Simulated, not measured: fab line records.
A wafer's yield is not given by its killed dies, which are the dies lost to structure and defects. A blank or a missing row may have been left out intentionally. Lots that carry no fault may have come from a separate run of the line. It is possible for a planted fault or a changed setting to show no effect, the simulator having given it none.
fab line records	flow nandHarc
[record] lots = 12	wafers = 35	lastDay = 24
route steps=1159 shown P_M2@328 P_BONDPAD@353 END@1159
lots that met no fault: taken from a fault-free run of the same line
startH: start of the lot's first displayed wafer, in hours after the record's first day	waitH: hours since the lot's step before	" same as the row above	L1.1+2: a row that stands for several wafers	- no value present, or no start provided	* or withheld: withheld	< > ~ a bound
route shown NAME@n: NAME is a module with steps in the file, n the number in the route of the first one	usual: mean/standard deviation of fault-free wafers	same: alike in all rows	chamber/n: place in a boat	sites: readings site by site	_std_site: how widely they spread, as a standard deviation	_edge_site: inner sites' mean taken away from outer sites' mean	radiusMm: how far each site lies from the wafer's centre	mask NAME#n: copy n	behind: the last tool/chamber to shape the wafer	hold: cause of the lot's hold/its duration in hours/its outcome	device: transistor that didn't switch, given as n, p or np	end of line: the tests these same wafers got at the end of their route	a step with no rows: only its recipe	killed: not the wafer's yield, but the dies lost to structure and defects at the first sort	map: a wafer's dies, x killed, . not, _ none there
set.NAME: the setting as run; set.NAME@STEP: as run at that earlier step	model.NAME: the simulator's own value behind a step, which no gauge read
the route's steps for a sample of lots (tables are steps, rows are wafers)
services: a tool's chamber out of use, with start hour (startH, from the record's first day; less than 0 if before it), hours out, and reason
[[steps]]
[step NHARC_P_M2_CD_MEAS_09]
[recipe] targetCdNm = 170	landingEnergyEv = 500
[usual] cdNm = 169.9/0.46
lot.wafer	tool	chamber	startH	waitH	cdNm
L496.1	cdSem-03	0	129.53	-	169.8
L496.4	"	0	"	"	169.3
L496.6	"	0	"	"	169.2
L499.1	cdSem-01	0	142.37	-	169.6
L499.2	"	0	"	"	169.4
L499.6	"	0	"	"	169.7
L500.1	cdSem-02	0	145.03	-	169.8
L500.2	"	0	"	"	169.4
L500.3	"	0	"	"	169.3
L501.2	cdSem-01	0	152.56	-	170.1
L501.4	"	0	"	"	170.5
L501.6	"	0	"	"	170.3
L502.3	cdSem-02	0	165.22	-	170.5
L502.4	"	0	"	"	170.2
L502.5	"	0	"	"	170.8
L503.1	cdSem-03	0	166.09	-	170.6
L503.2	"	0	"	"	170.4
L503.6	"	0	"	"	170.7
L509.1	cdSem-01	0	202.41	-	170.0
L509.2	"	0	"	"	169.5
L509.4	"	0	"	"	169.6
L510.3	cdSem-01	0	213.38	-	169.5
L510.4	"	0	"	"	169.5
L514.1	cdSem-02	0	232.51	-	169.9
L514.4	"	0	"	"	170.0
L514.5	"	0	"	"	169.5
L515.2	cdSem-01	0	241.52	-	170.2
L515.4	"	0	"	"	170.2
L515.6	"	0	"	"	170.1
L516.3	cdSem-03	0	246.90	-	170.3
L516.4	"	0	"	"	170.8
L516.6	"	0	"	"	170.3
L519.1	cdSem-02	0	263.31	-	169.5
L519.4	"	0	"	"	169.9
L519.5	"	0	"	"	169.5
[step NHARC_P_M2_PRE_CLEAN_30]
[recipe] timeS = 30	tempC = 280	gas = H2/He
[usual] heaterPowerW = 408/49
lot.wafer	tool	chamber	startH	waitH	heaterPowerW
L496.1	pvdSputter-02	-	-	-	520
L496.4	"	-	"	"	471
L496.6	"	-	"	"	527
L499.1	pvdSputter-02	-	-	-	443
L499.2	"	-	"	"	363
L499.6	"	-	"	"	516
L500.2	pvdSputter-02	-	-	-	464
L500.1	"	-	"	"	371
L500.3	"	-	"	"	525
L501.4	pvdSputter-02	-	-	-	427
L501.2	"	-	"	"	373
L501.6	"	-	"	"	519
L502.4	pvdSputter-02	-	-	-	366
L502.3	"	-	"	"	470
L502.5	"	-	"	"	365
L503.1	pvdSputter-03	-	-	-	396
L503.2	"	-	"	"	396
L503.6	"	-	"	"	392
L509.4	pvdSputter-03	-	-	-	409
L509.2	"	-	"	"	337
L509.1	"	-	"	"	395
L510.4	pvdSputter-01	-	-	-	394
L510.3	"	-	"	"	354
L514.4	pvdSputter-01	-	-	-	395
L514.1	"	-	"	"	351
L514.5	"	-	"	"	400
L515.4	pvdSputter-02	-	-	-	408
L515.2	"	-	"	"	369
L515.6	"	-	"	"	414
L516.4	pvdSputter-03	-	-	-	332
L516.3	"	-	"	"	427
L516.6	"	-	"	"	395
L519.4	pvdSputter-03	-	-	-	335
L519.1	"	-	"	"	398
L519.5	"	-	"	"	405
[step NHARC_P_M2_CMP_23]
[recipe] tOverpolishS = 20	targetThkNm = 144.3
[usual] motorCurrentA = 12.1/1.1	timeToEndpointS = 29.4/2.2
lot.wafer	tool	chamber	startH	waitH	motorCurrentA	timeToEndpointS
L496.1	cmp-01	0	132.40	-	12.4	24.8
L496.4	"	1	"	"	12.0	25.5
L496.6	"	2	"	"	11.5	26.0
L499.2	cmp-02	2	144.85	-	10.2	27.6
L499.1	"	3	"	"	14.7	27.7
L499.6	"	1	"	"	13.0	27.7
L500.2	cmp-04	1	147.36	-	11.5	32.4
L500.1	"	2	"	"	11.4	31.3
L500.3	"	3	"	"	13.1	29.0
L501.4	cmp-04	3	154.87	-	13.1	27.9
L501.2	"	0	"	"	11.7	27.8
L501.6	"	2	"	"	11.8	29.6
L502.4	cmp-01	0	167.54	-	11.8	30.8
L502.3	"	3	"	"	11.2	30.8
L502.5	"	0	"	"	12.1	32.2
L503.1	cmp-02	2	168.39	-	10.5	27.7
L503.2	"	0	"	"	12.9	27.8
L503.6	"	2	"	"	10.7	30.9
L509.2	cmp-02	3	204.70	-	14.7	29.2
L509.1	"	0	"	"	12.5	37.0
L509.4	"	1	"	"	12.1	28.6
L510.3	cmp-02	3	216.30	-	13.8	37.3
L510.4	"	1	"	"	12.7	30.0
L514.1	cmp-04	0	234.91	-	12.1	30.7
L514.4	"	2	"	"	11.5	30.5
L514.5	"	3	"	"	13.3	29.4
L515.4	cmp-04	3	243.85	-	12.9	28.1
L515.2	"	1	"	"	11.5	31.5
L515.6	"	3	"	"	12.7	30.0
L516.4	cmp-04	3	249.44	-	12.8	29.4
L516.3	"	0	"	"	11.5	30.6
L516.6	"	1	"	"	11.3	29.1
L519.1	cmp-01	2	265.79	-	11.2	30.6
L519.4	"	3	"	"	11.1	28.9
L519.5	"	2	"	"	11.2	27.6
[step NHARC_P_M2_THK_MEAS_24]
[recipe] thkMeasGauge = xrf
[usual] thkNm = 144.8/1.5
lot.wafer	tool	chamber	startH	waitH	thkNm
L496.1	filmMetro-02	-	132.66	-	144.2
L496.4	"	-	"	"	141.9
L496.6	"	-	"	"	145.6
L499.1	filmMetro-01	-	145.13	-	141.9
L499.2	"	-	"	"	143.2
L499.6	"	-	"	"	143.6
L500.1	filmMetro-02	-	147.67	-	143.4
L500.2	"	-	"	"	143.8
L500.3	"	-	"	"	145.4
L501.2	filmMetro-02	-	155.16	-	143.8
L501.4	"	-	"	"	146.6
L501.6	"	-	"	"	144.4
L502.3	filmMetro-01	-	167.85	-	141.7
L502.4	"	-	"	"	141.7
L502.5	"	-	"	"	144.1
L503.1	filmMetro-01	-	168.71	-	141.6
L503.2	"	-	"	"	143.8
L503.6	"	-	"	"	142.8
L509.1	filmMetro-01	-	205.02	-	149.1
L509.2	"	-	"	"	146.4
L509.4	"	-	"	"	144.2
L510.3	filmMetro-02	-	216.62	-	148.1
L510.4	"	-	"	"	142.4
L514.1	filmMetro-02	-	235.20	-	145.0
L514.4	"	-	"	"	145.6
L514.5	"	-	"	"	143.8
L515.2	filmMetro-01	-	244.17	-	146.2
L515.4	"	-	"	"	144.1
L515.6	"	-	"	"	144.5
L516.3	filmMetro-01	-	249.70	-	145.5
L516.4	"	-	"	"	146.3
L516.6	"	-	"	"	147.6
L519.1	filmMetro-02	-	266.10	-	144.3
L519.4	"	-	"	"	144.1
L519.5	"	-	"	"	146.2
[step NHARC_P_M2_INSPECT_27]
[usual] rawDefectCount = 349/140
lot.wafer	tool	chamber	startH	waitH	rawDefectCount
L496.1	defectInspect-01	-	132.82	0.0	328
L496.4	"	-	"	"	297
L496.6	"	-	"	"	227
L499.1	defectInspect-01	-	145.29	0.0	326
L499.2	"	-	"	"	320
L499.6	"	-	"	"	350
L500.1	defectInspect-01	-	147.83	0.0	375
L500.2	"	-	"	"	385
L500.3	"	-	"	"	275
L501.2	defectInspect-02	-	155.32	0.0	336
L501.4	"	-	"	"	168
L501.6	"	-	"	"	222
L502.3	defectInspect-01	-	168.01	0.0	300
L502.4	"	-	"	"	376
L502.5	"	-	"	"	310
L503.1	defectInspect-01	-	168.86	0.0	736
L503.2	"	-	"	"	249
L503.6	"	-	"	"	351
L509.1	defectInspect-01	-	205.18	0.0	4653
L509.2	"	-	"	"	177
L509.4	"	-	"	"	515
L510.3	defectInspect-01	-	216.77	0.0	4792
L510.4	"	-	"	"	389
L514.1	defectInspect-02	-	235.36	0.0	303
L514.4	"	-	"	"	203
L514.5	"	-	"	"	256
L515.2	defectInspect-02	-	244.33	0.0	332
L515.4	"	-	"	"	596
L515.6	"	-	"	"	552
L516.3	defectInspect-01	-	249.97	0.0	210
L516.4	"	-	"	"	317
L516.6	"	-	"	"	252
L519.1	defectInspect-02	-	266.25	0.0	425
L519.4	"	-	"	"	361
L519.5	"	-	"	"	268
[step NHARC_P_BONDPAD_THK_MEAS_33]
[recipe] thkMeasGauge = ellipsometry
[usual] thkNm = 200.4/1.4
lot.wafer	tool	chamber	startH	waitH	thkNm
L496.1	filmMetro-01	-	134.01	0.2	200.7
L496.4	"	-	"	"	198.5
L496.6	"	-	"	"	199.2
L499.1	filmMetro-01	-	146.50	0.2	201.1
L499.2	"	-	"	"	200.4
L499.6	"	-	"	"	199.2
L500.1	filmMetro-02	-	149.10	0.1	199.7
L500.2	"	-	"	"	200.0
L500.3	"	-	"	"	197.1
L501.2	filmMetro-02	-	156.53	0.2	198.7
L501.4	"	-	"	"	199.5
L501.6	"	-	"	"	199.5
L502.3	filmMetro-02	-	169.23	0.2	199.4
L502.4	"	-	"	"	196.2
L502.5	"	-	"	"	198.1
L503.1	filmMetro-02	-	170.09	0.2	199.4
L503.2	"	-	"	"	199.1
L503.6	"	-	"	"	198.9
L509.2	filmMetro-02	-	206.60	0.2	200.3
L509.4	"	-	"	"	197.6
L510.4	filmMetro-01	-	217.97	0.2	201.1
L514.1	filmMetro-02	-	236.87	0.2	198.4
L514.4	"	-	"	"	200.6
L514.5	"	-	"	"	200.8
L515.2	filmMetro-02	-	245.95	0.2	201.3
L515.4	"	-	"	"	200.6
L515.6	"	-	"	"	199.6
L516.3	filmMetro-01	-	251.19	0.2	202.6
L516.4	"	-	"	"	201.9
L516.6	"	-	"	"	200.6
L519.1	filmMetro-02	-	267.54	0.2	201.1
L519.4	"	-	"	"	200.4
L519.5	"	-	"	"	200.1
[step NHARC_END_SORT_01]
[recipe] tempC = 25
[usual] defectLimitedYield = 95.4/1.5	killedAtArray = 26/9.6	killedAtOther = 0.7/0.92	killedAtPeriphery = 3.8/2.7	killedDies = 31/10	killedOpen = 3.3/1.7	killedShort = 1.8/1.3	sort_bin_2_pct = 1.4/0.62	sort_bin_3_pct = 0.23/0.21	sort_bin_4_pct = 2.9/0.95	sortNPass = 646/10	sortRimYieldPct = 94/3.2	sortYieldPct = 95.4/1.5
[same] grossDies = 677	sort_bin_5_pct[%] = 0	sort_bin_6_pct[%] = 0	sort_bin_7_pct[%] = 0	sort_bin_8_pct[%] = 0	sortRimNGross = 106.00
lot.wafer	tool	chamber	startH	waitH	defectLimitedYield[%]	killedAtArray	killedAtOther	killedAtPeriphery	killedDies	killedOpen	killedShort	sort_bin_2_pct[%]	sort_bin_3_pct[%]	sort_bin_4_pct[%]	sortNPass	sortRimYieldPct[%]	sortYieldPct[%]
L499.1	prober-02	0	451.95	2.5	96.0	23	0	4	27	2	1	1.2	0.30	2.5	650	97	96.0
L499.2	prober-02	0	452.75	2.8	95.4	25	0	6	31	3	4	1.8	0.15	2.7	646	97	95.4
L499.6	prober-02	0	455.96	4.0	96.5	24	0	0	24	2	1	1.0	0	2.5	653	99	96.5
L496.1	prober-01	0	459.63	2.5	97.3	13	2	3	18	4	2	0.3	0.30	2.1	659	95	97.3
L496.4	prober-01	0	462.07	3.4	97.3	15	0	3	18	5	4	0.6	0.15	1.9	659	96	97.3
L496.6	prober-01	0	463.69	4.1	97.6	12	2	2	16	6	0	0.4	0	1.9	661	94	97.6
L502.3	prober-01	0	479.39	3.1	94.2	37	0	2	39	3	3	1.3	0.59	3.8	638	92	94.2
L502.4	prober-01	0	480.21	3.4	95.3	27	2	3	32	3	1	1.2	0.30	3.2	645	94	95.3
L502.5	prober-01	0	481.03	3.8	93.8	38	0	4	42	6	2	2.4	0.44	3.4	635	93	93.8
L509.1	prober-01	0	505.73	2.5	0	13	0	664	677	0	1	0	98.08	1.9	0	0	0
L509.2	prober-01	0	506.53	2.8	97.2	16	0	3	19	6	1	0.4	0	2.4	658	98	97.2
L509.4	prober-01	0	508.12	3.4	97.2	17	0	2	19	4	3	1.0	0.15	1.6	658	97	97.2
L510.3	prober-02	0	523.67	3.1	0	24	0	653	677	4	0	1.3	96.45	2.2	0	0	0
L510.4	prober-02	0	524.49	3.5	95.6	25	1	4	30	8	1	1.2	0	3.2	647	97	95.6
L514.1	prober-02	0	552.43	2.5	95.6	22	2	6	30	5	2	1.3	0.59	2.5	647	88	95.6
L514.4	prober-02	0	554.80	3.4	96.3	18	0	7	25	2	3	1.5	0.15	2.1	652	93	96.3
L514.5	prober-02	0	555.59	3.7	96.3	19	0	6	25	3	1	0.7	0.15	2.8	652	91	96.3
// killed by level:class
L499.1 A_CHANNEL_HOLE_D1:chamberFilmFlake=17 A_WL_FILL:chamberFilmFlake=4 P_CONTACT:geometricParticle:open=1 P_M0:geometricParticle:short=1 A_M0:geometricParticle:open=1 P_STI:chamberFilmFlake=1 P_M2:chamberFilmFlake=1 A_M0:chamberFilmFlake=1
L499.2 A_CHANNEL_HOLE_D1:chamberFilmFlake=13 A_CONTACT:chamberFilmFlake=3 P_CONTACT:geometricParticle:open=2 A_ONON_D1:geometricParticle:short=2 P_M2:chamberFilmFlake=2 P_STI:chamberFilmFlake=2 A_M0:chamberFilmFlake=2 A_CHANNEL_HOLE_D1:geometricParticle:open=1
L499.6 A_CHANNEL_HOLE_D1:chamberFilmFlake=13 A_CONTACT:chamberFilmFlake=4 A_WL_FILL:chamberFilmFlake=3 A_SOURCE_PLATE:geometricParticle:open=1 A_WL_FILL:geometricParticle:short=1 A_M0:geometricParticle:open=1 A_BLC:chamberFilmFlake=1
L496.1 A_CONTACT:chamberFilmFlake=5 A_CONTACT:geometricParticle:open=2 A_STAIRCASE:chamberFilmFlake=2 THIN_TSV:chamberFilmFlake=2 P_M0:geometricParticle:open=1 P_M1:geometricParticle:open=1 A_ONON_D1:geometricParticle:short=1 A_BLC:geometricParticle:short=1
L496.4 A_STAIRCASE:chamberFilmFlake=3 A_WL_FILL:geometricParticle:open=2 A_CONTACT:chamberFilmFlake=2 P_M0:geometricParticle:short=1 A_ONON_D1:geometricParticle:open=1 A_CHANNEL_FILL_D1:geometricParticle:open=1 A_CHANNEL_FILL_D1:geometricParticle:short=1 A_CONTACT:geometricParticle:short=1
L496.6 A_CONTACT:geometricParticle:open=4 A_STAIRCASE:chamberFilmFlake=3 A_CONTACT:chamberFilmFlake=3 P_STI:chamberFilmFlake=2 A_M0:geometricParticle:open=1 STARTING-WAFER:geometricParticle:open=1 A_CHANNEL_HOLE_D1:chamberFilmFlake=1 THIN_TSV:chamberFilmFlake=1
L502.3 A_CHANNEL_HOLE_D1:chamberFilmFlake=16 A_SLIT:chamberFilmFlake=7 A_M1:chamberFilmFlake=5 A_CONTACT:chamberFilmFlake=3 A_CHANNEL_FILL_D1:geometricParticle:short=2 A_ONON_D1:geometricParticle:short=1 A_CHANNEL_FILL_D1:geometricParticle:open=1 A_SLIT:geometricParticle:open=1
L502.4 A_CHANNEL_HOLE_D1:chamberFilmFlake=13 A_SLIT:chamberFilmFlake=8 A_M1:chamberFilmFlake=3 P_BONDPAD:chamberFilmFlake=2 P_CONTACT:geometricParticle:open=1 A_CHANNEL_FILL_D1:geometricParticle:short=1 A_SGD_CUT:geometricParticle:open=1 STARTING-WAFER:geometricParticle:open=1
L502.5 A_CHANNEL_HOLE_D1:chamberFilmFlake=18 A_SLIT:chamberFilmFlake=9 A_M1:chamberFilmFlake=3 P_CONTACT:geometricParticle:open=2 A_CONTACT:chamberFilmFlake=2 P_M0:geometricParticle:short=1 A_ONON_D1:geometricParticle:open=1 A_CHANNEL_FILL_D1:geometricParticle:open=1
L509.1 P_M2:areaCmp=663 A_CONTACT:chamberFilmFlake=6 A_ZERO_WELL:chamberFilmFlake=2 A_CHANNEL_HOLE_D1:chamberFilmFlake=2 A_STAIRCASE:chamberFilmFlake=2 A_SOURCE_PLATE:geometricParticle:short=1 P_GATE:chamberFilmFlake=1
L509.2 A_CONTACT:chamberFilmFlake=4 P_M0:chamberFilmFlake=3 A_CHANNEL_HOLE_D1:chamberFilmFlake=3 A_CHANNEL_FILL_D1:geometricParticle:open=2 A_CHANNEL_FILL_D1:geometricParticle:short=1 A_SGD_CUT:geometricParticle:open=1 A_WL_FILL:geometricParticle:open=1 A_CONTACT:geometricParticle:open=1
L509.4 A_CONTACT:chamberFilmFlake=7 P_M0:geometricParticle:open=1 A_CHANNEL_FILL_D1:geometricParticle:open=1 A_CHANNEL_FILL_D1:geometricParticle:short=1 A_SGD_CUT:geometricParticle:open=1 A_SGD_CUT:geometricParticle:short=1 A_WL_FILL:geometricParticle:short=1 A_CONTACT:geometricParticle:open=1
L510.3 P_M2:areaCmp=652 A_CHANNEL_HOLE_D1:chamberFilmFlake=5 A_CONTACT:chamberFilmFlake=5 A_CHANNEL_FILL_D1:chamberFilmFlake=4 A_CONTACT:geometricParticle:open=2 A_M0:geometricParticle:open=2 A_ZERO_WELL:chamberFilmFlake=2 A_SLIT:chamberFilmFlake=2
L510.4 A_CHANNEL_HOLE_D1:chamberFilmFlake=9 A_STAIRCASE:chamberFilmFlake=3 A_WL_FILL:chamberFilmFlake=3 P_CONTACT:geometricParticle:open=2 A_CHANNEL_FILL_D1:chamberFilmFlake=2 A_CONTACT:chamberFilmFlake=2 P_GATE:geometricParticle:open=1 P_M0:geometricParticle:open=1
L514.1 A_CHANNEL_HOLE_D1:chamberFilmFlake=6 A_SLIT:chamberFilmFlake=6 A_CONTACT:chamberFilmFlake=5 P_M0:geometricParticle:open=2 A_CHANNEL_FILL_D1:chamberFilmFlake=2 THIN_TSV:chamberFilmFlake=2 P_M1:geometricParticle:open=1 P_M2:geometricParticle:open=1
L514.4 A_SLIT:chamberFilmFlake=10 P_M0:chamberFilmFlake=3 A_CONTACT:chamberFilmFlake=3 P_CONTACT:geometricParticle:open=1 P_CONTACT:geometricParticle:short=1 P_M0:geometricParticle:short=1 A_SOURCE_PLATE:geometricParticle:open=1 A_CONTACT:geometricParticle:short=1
L514.5 A_SLIT:chamberFilmFlake=10 P_ZERO_WELL:chamberFilmFlake=2 A_ZERO_WELL:chamberFilmFlake=2 A_CHANNEL_HOLE_D1:chamberFilmFlake=2 A_CONTACT:chamberFilmFlake=2 P_GATE:geometricParticle:open=1 P_CONTACT:geometricParticle:short=1 P_CONTACT:geometricParticle:open=1
[[services]]
tool	chamber	startH	hours	kind
cmp-04	-	109.17	-	consumableReplace:conditioner
cmp-04	-	109.17	-	consumableReplace:pad
cmp-02	-	128.50	4.0	pm
cmp-02	-	132.50	-	consumableReplace:conditioner
cmp-02	-	132.50	-	consumableReplace:pad
cmp-02	-	134.29	1.5	repair
cmp-02	-	145.79	3.1	repair
pvdSputter-01	-	158.00	10.0	pm
cmp-02	-	173.00	0.4	repair
pvdSputter-01	-	179.54	2.9	repair
cmp-01	-	179.57	4.0	pm
cmp-04	-	181.05	0.7	repair
pvdSputter-02	-	195.66	9.3	repair
cmp-02	-	195.89	4.7	repair
cmp-04	-	203.17	4.0	pm
cmp-04	-	207.17	-	consumableReplace:conditioner
cmp-04	-	207.17	-	consumableReplace:pad
pvdSputter-02	-	214.04	10.0	pm
cmp-01	-	219.08	0.4	repair
cmp-02	-	226.50	4.0	pm
cmp-01	-	228.56	0.8	repair
cmp-02	-	233.37	2.2	repair
cmp-04	-	242.97	0.8	repair
pvdSputter-02	-	249.42	1.5	repair
[[key]]
[firstSign] step = NHARC_P_M2_CMP_23	reading = timeToEndpointS	direction = up	sigmas = 3.6	usual = *	struck = *
[effect] step = NHARC_P_M2_THK_MEAS_24	reading = thkNm	direction = up	sigmas = 2.6	usual = 144.8	struck = 148.6
[effect] step = NHARC_P_M2_INSPECT_27	reading = rawDefectCount	direction = up	sigmas = 30	usual = 349	struck = 4722
[effect] step = NHARC_END_SORT_01	reading = sort_bin_3_pct	direction = up	sigmas = 99+	usual = 0.23	struck = 97.27
[moreKillsBornAt] NHARC_P_M2_CMP_23@cmp-02 = 1315
metAt NHARC_P_M2_CMP_23
struckLots L509,L510
struckWafers L509.1,L510.3
laterRowsLeftOut L509.1,L510.3
notActingAt NHARC_P_M2_CD_MEAS_09,NHARC_P_M2_PRE_CLEAN_30,NHARC_P_BONDPAD_THK_MEAS_33
onsetBetween 168.39 204.70
[fault] kind = processParameterDrift	tool = cmp-02	chamber = -	onsetH = 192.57	steps = NHARC_P_M2_CMP_23	channel = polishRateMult	offset = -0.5	shape = step	endH = 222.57	scope = struckWafersOnly
// laterRowsLeftOut: the simulator's readings of these wafers behind a module that went badly wrong aren't trusted and aren't shown, but for the sort
